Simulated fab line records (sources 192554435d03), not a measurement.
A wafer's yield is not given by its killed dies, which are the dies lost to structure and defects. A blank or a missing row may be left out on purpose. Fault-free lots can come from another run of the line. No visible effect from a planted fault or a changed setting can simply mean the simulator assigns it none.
fab line records	flow n5_finfet
record lots=7	wafers=39
route steps=1938 shown BEOL_M3@931 BEOL_M7@1263 BEOL_M9@1440 BEOL_M12@1639
start_h: hours from the record's first day to the start of the lot's first wafer shown	wait_h: hours from the lot's prior step to this one	" identical to the entry in the row above	L1.1+2: a row that stands for several wafers	- no value present, or no start provided	* or withheld: withheld	< > ~ a bound
route shown NAME@n: NAME is a module with steps in the file, n the number in the route of the first one	usual: mean/standard deviation of fault-free wafers	same: alike in all rows	chamber/n: place in a boat	sites: readings site by site	_std_site: the values' standard deviation	_edge_site: outer sites' mean less inner sites'	radius_mm: for every site, how far away it sits from the centre of the wafer	mask NAME#n: copy n	behind: the tool/chamber that last shaped the wafer	hold: reason for holding the lot/hours on hold/outcome of the hold	device: names the non-switching transistor (n, p or np)	end of line: the same wafers' tests at the end of the route	a step without rows: its recipe alone	killed: count of dies lost to structure and defects at first sort (not the wafer's yield)	map: a wafer's dies, marking killed ones x, the rest . and places with no die _
set.NAME: the run value of the setting; set.NAME@STEP: its run value at that earlier step	model.NAME: the simulator's own value behind a step, which no gauge read
lots with deliberately changed settings; one table per step, one row per wafer
## steps
# step N5_BEOL_M3_ILD_DEP_00
# recipe material=SiOC	target_thk_a=790	temp_c=350	precursor=DEMS/O2	pressure_torr=5	rf_w=500	time_s=15.3
lot.wafer	tool	chamber	start_h	wait_h	set.time_s	model.SiOC_of_BEOL_M3_ILD_DEP_00.thk_nm
L076.1+2	pecvd-01	0,1	149.46	0.0	15.3	79
L076.3	"	2	"	"	6.718	32.6
L076.4	"	1	"	"	6.718	36.4
L076.5	"	2	"	"	6.718	34.6
L076.6	"	0	"	"	15.3	80.6
L077.1	pecvd-03	1	157.84	0.0	15.3	79.4
L077.2	"	0	"	"	15.3	79.2
L077.3	"	2	"	"	15.3	80
L077.4	"	0	"	"	15.3	81.2
L077.5	"	1	"	"	15.3	78.6
L077.6	"	2	"	"	15.3	79.6
L078.1	pecvd-02	0	162.86	0.0	11.54	58
L078.2	"	2	"	"	11.54	59.6
L078.3+5	"	1,0	"	"	15.3	78.2
L078.4	"	1	"	"	11.54	59.8
L078.6	"	2	"	"	15.3	79.2
L086.2	pecvd-02	1	212.65	0.0	15.3	78.4
L086.3	"	0	"	"	15.3	78.6
L086.4	"	1	"	"	15.3	80.2
L087.1	pecvd-03	2	219.47	0.0	15.3	78.2
L087.2	"	1	"	"	15.3	76.4
L087.3	"	0	"	"	21.77	110.6
L087.4	"	1	"	"	21.77	112
L087.5	"	2	"	"	21.77	112.6
L087.6	"	0	"	"	15.3	80.4
L090.1	pecvd-01	0	239.14	0.0	8.862	46.8
L090.2	"	2	"	"	15.3	78.2
L090.3	"	1	"	"	8.862	45.6
L090.4	"	2	"	"	15.3	79.6
L090.5	"	0	"	"	15.3	80.6
L090.6	"	1	"	"	8.862	47.6
L095.1	pecvd-02	1	278.79	0.0	23.29	117.8
L095.2	"	0	"	"	15.3	76.6
L095.3	"	2	"	"	23.29	117.2
L095.4	"	0	"	"	15.3	79.6
L095.5	"	2	"	"	23.29	120.2
L095.6	"	1	"	"	15.3	77.6
# step N5_BEOL_M3_THK_MEAS_01
# recipe reads=SiOC_of_BEOL_M3_ILD_DEP_00
# usual M3_ILD_THK=78.8/1.1
lot.wafer	tool	chamber	start_h	wait_h	set.time_s@BEOL_M3_ILD_DEP_00	M3_ILD_THK[nm]
L076.1	film_metro-02	-	149.52	0.0	15.3	78.9
L076.2	"	-	"	"	15.3	79.1
L076.3	"	-	"	"	6.718	32.6
L076.4	"	-	"	"	6.718	36.4
L076.5	"	-	"	"	6.718	34.7
L076.6	"	-	"	"	15.3	80.5
L077.1	film_metro-01	-	157.91	0.0	15.3	79.4
L077.2	"	-	"	"	15.3	79.1
L077.3	"	-	"	"	15.3	79.9
L077.4	"	-	"	"	15.3	81.4
L077.5	"	-	"	"	15.3	78.6
L077.6	"	-	"	"	15.3	79.7
L078.1	film_metro-01	-	162.92	0.0	11.54	57.9
L078.2	"	-	"	"	11.54	59.7
L078.3	"	-	"	"	15.3	78.2
L078.4	"	-	"	"	11.54	59.8
L078.5	"	-	"	"	15.3	78.3
L078.6	"	-	"	"	15.3	79.2
L086.2	film_metro-01	-	212.73	0.1	15.3	78.5
L086.3	"	-	"	"	15.3	78.6
L086.4	"	-	"	"	15.3	80.1
L087.1	film_metro-02	-	219.54	0.0	15.3	78.1
L087.2	"	-	"	"	15.3	76.5
L087.3	"	-	"	"	21.77	110.7
L087.4	"	-	"	"	21.77	112.0
L087.5	"	-	"	"	21.77	112.6
L087.6	"	-	"	"	15.3	80.4
L090.1	film_metro-01	-	239.21	0.0	8.862	46.8
L090.2	"	-	"	"	15.3	78.1
L090.3	"	-	"	"	8.862	45.5
L090.4	"	-	"	"	15.3	79.7
L090.5	"	-	"	"	15.3	80.7
L090.6	"	-	"	"	8.862	47.6
L095.1	film_metro-02	-	278.86	0.0	23.29	117.6
L095.2	"	-	"	"	15.3	76.5
L095.3	"	-	"	"	23.29	117.2
L095.4	"	-	"	"	15.3	79.5
L095.5	"	-	"	"	23.29	120.3
L095.6	"	-	"	"	15.3	77.6
# step N5_BEOL_M7_ILD_DEP_00
# recipe material=SiCOH_lowk	target_thk_a=1797.5	temp_c=300	precursor=DEMS/porogen	pressure_torr=5	rf_w=500	time_s=33.4
lot.wafer	tool	chamber	start_h	wait_h	set.time_s	model.SiCOH_lowk_of_BEOL_M7_ILD_DEP_00.thk_nm
L076.1	pecvd-01	0	198.32	0.0	33.4	176.8
L076.2	"	1	"	"	33.4	177.4
L076.3	"	0	"	"	21.26	118
L076.4	"	1	"	"	33.4	180.6
L076.5+6	"	0,1	"	"	21.26	116.2
L077.1	pecvd-03	2	207.31	0.0	47.54	253.2
L077.2	"	0	"	"	47.54	249.8
L077.3	"	1	"	"	33.4	177.8
L077.4	"	2	"	"	33.4	183.2
L077.5	"	1	"	"	33.4	179.6
L077.6	"	0	"	"	47.54	252.6
L078.1	pecvd-01	1	207.59	0.0	33.4	176.8
L078.2	"	0	"	"	33.4	177.2
L078.3	"	0	"	"	33.4	179.2
L078.4	"	1	"	"	33.4	179
L078.5	"	1	"	"	33.4	178.8
L078.6	"	0	"	"	33.4	178.6
L086.2	pecvd-03	0	257.63	0.0	33.4	177.2
L086.3	"	2	"	"	33.4	178.6
L086.4	"	2	"	"	33.4	181.6
L087.1	pecvd-02	2	264.17	0.0	33.4	180.2
L087.2	"	0	"	"	33.4	177
L087.3	"	1	"	"	33.4	176.4
L087.4	"	2	"	"	33.4	181.8
L087.5+6	"	1,0	"	"	33.4	180.6
L090.1	pecvd-02	2	291.96	0.0	33.4	179.6
L090.2	"	0	"	"	18.68	102.6
L090.3	"	1	"	"	33.4	177
L090.4	"	0	"	"	18.68	104.4
L090.5	"	2	"	"	33.4	184
L090.6	"	1	"	"	18.68	101.2
L095.1	pecvd-03	2	331.68	0.0	33.4	180.2
L095.2	"	1	"	"	33.4	176.2
L095.3	"	1	"	"	33.4	179.6
L095.4	"	2	"	"	33.4	184.2
L095.5	"	2	"	"	33.4	183.6
L095.6	"	1	"	"	33.4	180.4
# step N5_BEOL_M7_CURE_74
# recipe temp_c=385	time_s=240	ambient=He/Ar	material=SiCOH_lowk
lot.wafer	tool	chamber	start_h	wait_h	set.time_s@BEOL_M7_ILD_DEP_00	model.SiCOH_lowk_of_BEOL_M7_ILD_DEP_00.thk_nm
L076.1	uv_cure-01	0	198.40	0.1	33.4	152.4
L076.2	"	0	"	"	33.4	153
L076.3	"	0	"	"	21.26	101.4
L076.4	"	0	"	"	33.4	155.8
L076.5+6	"	0	"	"	21.26	99.8
L077.1	uv_cure-03	1	207.38	0.0	47.54	219.2
L077.2	"	1	"	"	47.54	216.2
L077.3	"	1	"	"	33.4	153.2
L077.4	"	1	"	"	33.4	158
L077.5	"	1	"	"	33.4	154.8
L077.6	"	1	"	"	47.54	218.8
L078.1	uv_cure-01	1	207.73	0.1	33.4	152.4
L078.2	"	1	"	"	33.4	152.8
L078.3	"	1	"	"	33.4	154.6
L078.4	"	1	"	"	33.4	154.4
L078.5	"	1	"	"	33.4	154.2
L078.6	"	1	"	"	33.4	154
L086.2	uv_cure-02	0	257.78	0.1	33.4	152.8
L086.3	"	0	"	"	33.4	154
L086.4	"	0	"	"	33.4	156.6
L087.1	uv_cure-03	1	265.08	0.9	33.4	155.4
L087.2	"	1	"	"	33.4	152.6
L087.3	"	1	"	"	33.4	152
L087.4	"	1	"	"	33.4	156.8
L087.5	"	1	"	"	33.4	155.6
L087.6	"	1	"	"	33.4	155.8
L090.1	uv_cure-01	1	292.28	0.3	33.4	154.8
L090.2	"	1	"	"	18.68	88.2
L090.3	"	1	"	"	33.4	152.6
L090.4	"	1	"	"	18.68	89.6
L090.5	"	1	"	"	33.4	158.6
L090.6	"	1	"	"	18.68	86.8
L095.1	uv_cure-03	1	331.76	0.1	33.4	155.4
L095.2	"	1	"	"	33.4	151.8
L095.3	"	1	"	"	33.4	154.8
L095.4	"	1	"	"	33.4	158.8
L095.5	"	1	"	"	33.4	158.2
L095.6	"	1	"	"	33.4	155.6
# step N5_BEOL_M7_THK_MEAS_01
# recipe reads=SiCOH_lowk_of_BEOL_M7_ILD_DEP_00
# usual M7_ILD_THK=154.6/1.9
lot.wafer	tool	chamber	start_h	wait_h	set.time_s@BEOL_M7_ILD_DEP_00	M7_ILD_THK[nm]
L076.1	film_metro-01	-	198.92	0.4	33.4	152.5
L076.2	"	-	"	"	33.4	153.1
L076.3	"	-	"	"	21.26	101.3
L076.4	"	-	"	"	33.4	155.8
L076.5	"	-	"	"	21.26	99.8
L076.6	"	-	"	"	21.26	99.9
L077.1	film_metro-01	-	207.89	0.4	47.54	219.2
L077.2	"	-	"	"	47.54	216.2
L077.3	"	-	"	"	33.4	153.4
L077.4	"	-	"	"	33.4	158.0
L077.5	"	-	"	"	33.4	154.7
L077.6	"	-	"	"	47.54	218.8
L078.1	film_metro-02	-	208.24	0.4	33.4	152.5
L078.2	"	-	"	"	33.4	152.8
L078.3	"	-	"	"	33.4	154.7
L078.4	"	-	"	"	33.4	154.3
L078.5	"	-	"	"	33.4	154.4
L078.6	"	-	"	"	33.4	154.0
L086.2	film_metro-02	-	258.21	0.4	33.4	152.7
L086.3	"	-	"	"	33.4	154.0
L086.4	"	-	"	"	33.4	156.6
L087.1	film_metro-01	-	265.60	0.4	33.4	155.5
L087.2	"	-	"	"	33.4	152.7
L087.3	"	-	"	"	33.4	152.1
L087.4	"	-	"	"	33.4	156.7
L087.5	"	-	"	"	33.4	155.7
L087.6	"	-	"	"	33.4	155.7
L090.1	film_metro-02	-	292.79	0.4	33.4	154.7
L090.2	"	-	"	"	18.68	88.1
L090.3	"	-	"	"	33.4	152.6
L090.4	"	-	"	"	18.68	89.6
L090.5	"	-	"	"	33.4	158.6
L090.6	"	-	"	"	18.68	86.9
L095.1	film_metro-02	-	332.28	0.4	33.4	155.4
L095.2	"	-	"	"	33.4	151.8
L095.3	"	-	"	"	33.4	154.8
L095.4	"	-	"	"	33.4	158.8
L095.5	"	-	"	"	33.4	158.2
L095.6	"	-	"	"	33.4	155.5
# step N5_BEOL_M9_ETCH_66
# recipe chemistry=N2/H2	target=SOC	target_depth_a=800	overetch_a=160	mask_material=SiARC	temp_c=40	time_s=120	ion_energy_ev=200	pressure_mtorr=30	source_w=840	bias_w=150	n2_flow_sccm=200	h2_flow_sccm=200
lot.wafer	tool	chamber	start_h	wait_h	set.time_s	model.SiARC_of_BEOL_M9_COAT_64.thk_nm
L076.1+6	rie_diel-01	1	219.04	0.0	120	6.6
L076.2	"	2	"	"	120	6
L076.3+5	"	0	"	"	120	6.4
L076.4	"	2	"	"	120	6.2
L077.1	rie_diel-02	1	227.64	0.0	120	6.4
L077.2+4+6	"	2,1,2	"	"	80.26	8.2
L077.3	"	3	"	"	120	6.6
L077.5	"	3	"	"	120	6.8
L078.1+5+6	rie_diel-01	2,3,2	227.81	0.0	120	6.2
L078.2	"	0	"	"	172.7	4
L078.3	"	1	"	"	172.7	4.4
L078.4	"	3	"	"	172.7	3.4
L086.2	rie_diel-03	1	283.74	0.0	120	6.4
L086.3+4	"	2	"	"	120	6.6
L087.1	rie_diel-01	0	289.07	0.0	120	6.4
L087.2+5	"	2,3	"	"	120	6
L087.3+6	"	3,2	"	"	91.88	7.4
L087.4	"	0	"	"	91.88	7.8
L090.1+6	rie_diel-02	3	317.19	0.0	120	6.8
L090.2	"	1	"	"	120	6.4
L090.3+5	"	0	"	"	167.4	4.6
L090.4	"	1	"	"	167.4	4.4
L095.1+3+5+6	rie_diel-01	3,2,2,3	355.14	0.0	120	6
L095.2+4	"	0,1	"	"	120	6.4
# step N5_BEOL_M12_TRENCH_ETCH_34
# recipe chemistry=C4F8/O2/Ar	target=SiOC	target_depth_a=3189.5	mask_material=SOC	pressure_mtorr=30	source_w=3000	bias_w=700	Ar_flow_sccm=400	C4F8_flow_sccm=15	O2_flow_sccm=8	he_inner_torr=15	he_outer_torr=30	time_s=125.5	ion_energy_ev=250
lot.wafer	tool	chamber	start_h	wait_h	set.target_depth_a	model.etch.depth_nm
L076.1	rie_diel-04	3	238.93	0.0	3189.5	319
L076.2	"	1	"	"	3189.5	312
L076.3	"	0	"	"	3189.5	315.4
L076.4	"	2	"	"	3189.5	317.5
L076.5	"	2	"	"	3189.5	315.3
L076.6	"	3	"	"	3189.5	318.3
L077.1	rie_diel-06	2	245.08	0.0	3689	362.4
L077.2	"	0	"	"	3189.5	316.6
L077.3	"	1	"	"	3689	382
L077.4	"	3	"	"	3189.5	321
L077.5	"	3	"	"	3189.5	318.6
L077.6	"	2	"	"	3689	360.9
L078.1	rie_diel-04	2	247.41	0.0	3189.5	314.1
L078.2	"	1	"	"	3189.5	307.6
L078.3	"	0	"	"	3189.5	313.7
L078.4	"	3	"	"	3189.5	323.3
L078.5	"	2	"	"	3189.5	316.8
L078.6	"	1	"	"	3189.5	310.1
L086.2	rie_diel-04	3	307.33	0.0	3189.5	323.5
L086.3	"	1	"	"	3189.5	308
L086.4	"	0	"	"	3189.5	314.1
L087.1	rie_diel-04	1	309.43	0.0	3189.5	306.7
L087.2	"	3	"	"	4617	466.5
L087.3	"	0	"	"	3189.5	316.3
L087.4	"	3	"	"	4617	468.1
L087.5	"	0	"	"	4617	455.4
L087.6	"	1	"	"	3189.5	307.3
L090.1	rie_diel-04	1	340.24	0.0	4236	411
L090.2	"	0	"	"	4236	425.3
L090.3	"	2	"	"	3189.5	315.5
L090.4	"	3	"	"	4236	428.2
L090.5	"	2	"	"	3189.5	317.1
L090.6	"	3	"	"	3189.5	322.4
L095.1	rie_diel-05	3	375.80	0.0	3189.5	318.2
L095.2	"	0	"	"	3975	390.6
L095.3	"	2	"	"	3189.5	314.1
L095.4	"	1	"	"	3189.5	318.9
L095.5	"	3	"	"	3975	395.4
L095.6	"	2	"	"	3975	394.4
# step N5_BEOL_M12_STRIP_70
# recipe chemistry=C4F8/O2/Ar	resist=SiARC	rf_frequency_hz=6e+07
# step N5_BEOL_M12_OCD_MEAS_35
# usual trench_depth_nm=317/6.5
lot.wafer	tool	chamber	start_h	wait_h	set.target_depth_a@BEOL_M12_TRENCH_ETCH_34	trench_depth_nm
L076.1	ocd-01	-	239.08	0.0	3189.5	319
L076.2	"	-	"	"	3189.5	312
L076.3	"	-	"	"	3189.5	315
L076.4	"	-	"	"	3189.5	318
L076.5	"	-	"	"	3189.5	315
L076.6	"	-	"	"	3189.5	318
L077.1	ocd-01	-	245.24	0.0	3689	362
L077.2	"	-	"	"	3189.5	316
L077.3	"	-	"	"	3689	382
L077.4	"	-	"	"	3189.5	321
L077.5	"	-	"	"	3189.5	319
L077.6	"	-	"	"	3689	361
L078.1	ocd-01	-	247.56	0.0	3189.5	314
L078.2	"	-	"	"	3189.5	308
L078.3	"	-	"	"	3189.5	313
L078.4	"	-	"	"	3189.5	324
L078.5	"	-	"	"	3189.5	317
L078.6	"	-	"	"	3189.5	309
L086.2	ocd-02	-	307.49	0.0	3189.5	323
L086.3	"	-	"	"	3189.5	308
L086.4	"	-	"	"	3189.5	314
L087.1	ocd-02	-	309.59	0.0	3189.5	307
L087.2	"	-	"	"	4617	467
L087.3	"	-	"	"	3189.5	316
L087.4	"	-	"	"	4617	468
L087.5	"	-	"	"	4617	455
L087.6	"	-	"	"	3189.5	307
L090.1	ocd-02	-	340.39	0.0	4236	411
L090.2	"	-	"	"	4236	425
L090.3	"	-	"	"	3189.5	316
L090.4	"	-	"	"	4236	428
L090.5	"	-	"	"	3189.5	317
L090.6	"	-	"	"	3189.5	322
L095.1	ocd-02	-	375.95	0.0	3189.5	318
L095.2	"	-	"	"	3975	390
L095.3	"	-	"	"	3189.5	314
L095.4	"	-	"	"	3189.5	319
L095.5	"	-	"	"	3975	395
L095.6	"	-	"	"	3975	394
# step N5_BEOL_M12_STRIP_37
# recipe chemistry=N2/H2	power_w=1000	temp_c=250	h2_frac=0.65	overash_fraction=0.3	pressure_mtorr=withheld	n2_flow_sccm=1750	h2_flow_sccm=3250
# step N5_BEOL_M12_ETCH_38
# recipe chemistry=CF4/N2	target=SiCN	target_depth_a=687	taper_deg=2	time_s=73.4	ion_energy_ev=150	mask_material=SiO2	pressure_mtorr=40	source_w=430	bias_w=70	Ar_flow_sccm=100	cf4_flow_sccm=60	n2_flow_sccm=60
# step N5_BEOL_M12_ECD_47
# recipe material=Cu	target_thk_a=7200
# step N5_BEOL_M12_ANNEAL_48
# recipe temp_c=225	time_s=90	ambient=N2
# step N5_BEOL_M12_CMP_49
# recipe stop_on=SiOC	t_overpolish_s=20.6	down_force_psi=1	platen_rpm=50	clearing_platen_down_force_psi=1.5	clearing_platen_rpm=50	post_cmp_clean=cu_alkaline	target_thk_nm=320	clearing_platen_pad_velocity_m_s=0.99484	pad_velocity_m_s=0.99484
lot.wafer	tool	chamber	start_h	wait_h	set.target_depth_a@BEOL_M12_TRENCH_ETCH_34	model.Cu_of_BEOL_M12_ECD_47.thk_nm
L076.2	cmp-03	3	242.14	0.2	3189.5	312.6
L076.4	"	0	"	"	3189.5	320.2
L076.3	"	1	"	"	3189.5	315.2
L076.1	"	2	"	"	3189.5	318
L076.5	"	3	"	"	3189.5	316.2
L076.6	"	0	"	"	3189.5	320
L077.4	cmp-03	0	253.85	0.1	3189.5	323.8
L077.2	"	1	"	"	3189.5	318.2
L077.1	"	2	"	"	3689	363.6
L077.3	"	3	"	"	3689	382.8
L077.6	"	0	"	"	3689	364.2
L077.5	"	1	"	"	3189.5	319
L078.4	cmp-02	1	254.02	0.1	3189.5	323.2
L078.1	"	2	"	"	3189.5	315.8
L078.2	"	3	"	"	3189.5	309.2
L078.3	"	0	"	"	3189.5	314.4
L078.5	"	1	"	"	3189.5	317.8
L078.6	"	2	"	"	3189.5	312.2
L086.2	cmp-03	2	310.23	0.2	3189.5	321.8
L086.3	"	3	"	"	3189.5	307.6
L086.4	"	0	"	"	3189.5	315.6
L087.4	cmp-03	1	313.85	0.1	4617	469.4
L087.1+6	"	2	"	"	3189.5	306.8
L087.3	"	3	"	"	3189.5	316.2
L087.2	"	0	"	"	4617	469.8
L087.5	"	1	"	"	4617	457.8
L090.3	cmp-04	2	343.19	0.2	3189.5	317.4
L090.4	"	3	"	"	4236	431.4
L090.1	"	0	"	"	4236	412.6
L090.2	"	1	"	"	4236	427.2
L090.5	"	2	"	"	3189.5	319
L090.6	"	3	"	"	3189.5	325.2
L095.1+4	cmp-04	3,2	378.20	0.5	3189.5	321.8
L095.3	"	0	"	"	3189.5	317.2
L095.2	"	1	"	"	3975	392.6
L095.6	"	3	"	"	3975	397.6
L095.5	"	0	"	"	3975	397.4
# step N5_BEOL_M12_THK_MEAS_50
# recipe thk_meas_gauge=xrf	reads=Cu_of_BEOL_M12_ECD_47
# usual M12_THK=323/6.8
lot.wafer	tool	chamber	start_h	wait_h	set.target_depth_a@BEOL_M12_TRENCH_ETCH_34	M12_THK[nm]
L076.1	film_metro-01	-	242.44	-	3189.5	320
L076.2	"	-	"	"	3189.5	318
L076.3	"	-	"	"	3189.5	320
L076.4	"	-	"	"	3189.5	324
L076.5	"	-	"	"	3189.5	320
L076.6	"	-	"	"	3189.5	324
L077.1	film_metro-02	-	254.15	-	3689	371
L077.2	"	-	"	"	3189.5	322
L077.3	"	-	"	"	3689	390
L077.4	"	-	"	"	3189.5	329
L077.5	"	-	"	"	3189.5	325
L077.6	"	-	"	"	3689	370
L078.1	film_metro-02	-	254.31	-	3189.5	319
L078.2	"	-	"	"	3189.5	310
L078.3	"	-	"	"	3189.5	317
L078.4	"	-	"	"	3189.5	326
L078.5	"	-	"	"	3189.5	320
L078.6	"	-	"	"	3189.5	313
L086.2	film_metro-01	-	310.52	-	3189.5	330
L086.3	"	-	"	"	3189.5	316
L086.4	"	-	"	"	3189.5	322
L087.1	film_metro-02	-	314.14	-	3189.5	311
L087.2	"	-	"	"	4617	477
L087.3	"	-	"	"	3189.5	320
L087.4	"	-	"	"	4617	477
L087.5	"	-	"	"	4617	463
L087.6	"	-	"	"	3189.5	310
L090.1	film_metro-01	-	343.48	-	4236	422
L090.2	"	-	"	"	4236	440
L090.3	"	-	"	"	3189.5	327
L090.4	"	-	"	"	4236	442
L090.5	"	-	"	"	3189.5	327
L090.6	"	-	"	"	3189.5	333
L095.1	film_metro-02	-	378.52	-	3189.5	323
L095.2	"	-	"	"	3975	395
L095.3	"	-	"	"	3189.5	321
L095.4	"	-	"	"	3189.5	325
L095.5	"	-	"	"	3975	401
L095.6	"	-	"	"	3975	401
# step N5_BEOL_M12_PRE_CLEAN_52
# recipe gas=NH3	time_s=15	temp_c=withheld	rf_power_w=300
# step N5_BEOL_M12_DEP_53
# recipe material=SiCN	target_thk_a=300	temp_c=withheld	precursor=3MS/NH3	pressure_torr=3	rf_w=675	time_s=10.5
# step N5_BEOL_M12_RS_MEAS_54
# recipe thk_meas_gauge=four-point-probe	reads=Cu_of_BEOL_M12_ECD_47+Ta_of_BEOL_M12_SPUTTER_44+TaN_of_BEOL_M12_SPUTTER_43
# usual M12_RS=0.0603/0.0013
lot.wafer	tool	chamber	start_h	wait_h	set.target_depth_a@BEOL_M12_TRENCH_ETCH_34	M12_RS[ohm/sq]
L076.1	film_metro-02	-	242.56	0.0	3189.5	0.0604
L076.2	"	-	"	"	3189.5	0.0615
L076.3	"	-	"	"	3189.5	0.0609
L076.4	"	-	"	"	3189.5	0.0600
L076.5	"	-	"	"	3189.5	0.0607
L076.6	"	-	"	"	3189.5	0.0599
L077.1	film_metro-01	-	254.27	0.0	3689	0.0526
L077.2	"	-	"	"	3189.5	0.0604
L077.3	"	-	"	"	3689	0.0498
L077.4	"	-	"	"	3189.5	0.0593
L077.5	"	-	"	"	3189.5	0.0603
L077.6	"	-	"	"	3689	0.0525
L078.1	film_metro-01	-	254.44	0.0	3189.5	0.0609
L078.2	"	-	"	"	3189.5	0.0623
L078.3	"	-	"	"	3189.5	0.0613
L078.4	"	-	"	"	3189.5	0.0594
L078.5	"	-	"	"	3189.5	0.0607
L078.6	"	-	"	"	3189.5	0.0616
L086.2	film_metro-02	-	310.64	0.0	3189.5	0.0598
L086.3	"	-	"	"	3189.5	0.0625
L086.4	"	-	"	"	3189.5	0.0609
L087.1	film_metro-02	-	314.27	0.0	3189.5	0.0626
L087.2	"	-	"	"	4617	0.0404
L087.3	"	-	"	"	3189.5	0.0609
L087.4	"	-	"	"	4617	0.0404
L087.5	"	-	"	"	4617	0.0414
L087.6	"	-	"	"	3189.5	0.0629
L090.1	film_metro-02	-	343.61	0.0	4236	0.0461
L090.2	"	-	"	"	4236	0.0445
L090.3	"	-	"	"	3189.5	0.0605
L090.4	"	-	"	"	4236	0.0441
L090.5	"	-	"	"	3189.5	0.0602
L090.6	"	-	"	"	3189.5	0.0591
L095.1	film_metro-02	-	378.64	0.0	3189.5	0.0596
L095.2	"	-	"	"	3975	0.0486
L095.3	"	-	"	"	3189.5	0.0605
L095.4	"	-	"	"	3189.5	0.0597
L095.5	"	-	"	"	3975	0.0479
L095.6	"	-	"	"	3975	0.0479
## key
split step=N5_BEOL_M3_ILD_DEP_00	setting=time_s	stated=15.3	by=wafer
response step=N5_BEOL_M3_ILD_DEP_00	reading=model.SiOC_of_BEOL_M3_ILD_DEP_00.thk_nm	change=+0.788	per=1%	r=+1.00
response step=N5_BEOL_M3_THK_MEAS_01	reading=M3_ILD_THK	change=+0.788	per=1%	r=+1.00
split step=N5_BEOL_M7_ILD_DEP_00	setting=time_s	stated=33.4	by=wafer
response step=N5_BEOL_M7_ILD_DEP_00	reading=model.SiCOH_lowk_of_BEOL_M7_ILD_DEP_00.thk_nm	change=+1.72	per=1%	r=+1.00
response step=N5_BEOL_M7_CURE_74	reading=model.SiCOH_lowk_of_BEOL_M7_ILD_DEP_00.thk_nm	change=+1.49	per=1%	r=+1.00
response step=N5_BEOL_M7_THK_MEAS_01	reading=M7_ILD_THK	change=+1.49	per=1%	r=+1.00
split step=N5_BEOL_M9_ETCH_66	setting=time_s	stated=120	by=wafer
response step=N5_BEOL_M9_ETCH_66	reading=model.SiARC_of_BEOL_M9_COAT_64.thk_nm	change=-0.0525	per=1%	r=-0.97
split step=N5_BEOL_M12_TRENCH_ETCH_34	setting=target_depth_a	stated=3189.5	by=wafer
response step=N5_BEOL_M12_TRENCH_ETCH_34	reading=model.etch.depth_nm	change=+3.28	per=1%	r=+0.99
response step=N5_BEOL_M12_OCD_MEAS_35	reading=trench_depth_nm	change=+3.28	per=1%	r=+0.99
response step=N5_BEOL_M12_CMP_49	reading=model.Cu_of_BEOL_M12_ECD_47.thk_nm	change=+3.31	per=1%	r=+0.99
response step=N5_BEOL_M12_THK_MEAS_50	reading=M12_THK	change=+3.37	per=1%	r=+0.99
response step=N5_BEOL_M12_RS_MEAS_54	reading=M12_RS	change=-0.000477	per=1%	r=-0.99
